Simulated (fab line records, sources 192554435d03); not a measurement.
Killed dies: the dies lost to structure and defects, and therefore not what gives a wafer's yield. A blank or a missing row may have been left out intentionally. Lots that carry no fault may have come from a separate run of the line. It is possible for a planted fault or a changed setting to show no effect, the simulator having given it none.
Matching of chambers -- flow n5 finfet -- N5_BEOL_M4_VIA_ETCH_34 on rie diel-06 has 4 sister chambers
The step etches the open film in C4F6/O2, target depth 69.4 nm, time 65.9 s. 4 wafers are shown with their chamber, then 7 later ones without.

WAFERS WITH THEIR CHAMBER
wafer,chamber,rf vpp V (V)
L084.5,2,689
L084.6,1,675
L087.3,0,660
L087.4,3,662

WAFERS WHOSE CHAMBER IS MISSING
wafer,rf vpp V (V)
L087.5,688
L091.1,663
L091.4,689
L091.5,658
L096.1,689
L096.3,675
L096.5,662

THE CHAMBER EACH PASSED THROUGH
wafer,from the rows above,in truth
L087.5,2,2
L091.1,3,3
L091.4,2,2
L091.5,0,0
L096.1,2,2
L096.3,1,1
L096.5,3,3
Correct placement for 7 of the 7. Can't be placed from these rows: 0. Wrongly placed: 0.
How it was worked out, from the rows above alone: a wafer's distance from a chamber is the root of the sum, over the readings, of the square of ((its reading less the chamber's mean) divided by the reading's scatter). The wafer belongs to the nearest chamber; if the next one is less than 2 further off, it can't be placed. A chamber's mean is the mean of its shown wafers. The scatter: root of mean squared gap, hidden wafer to nearest shown wafer, with one shown wafer a chamber.
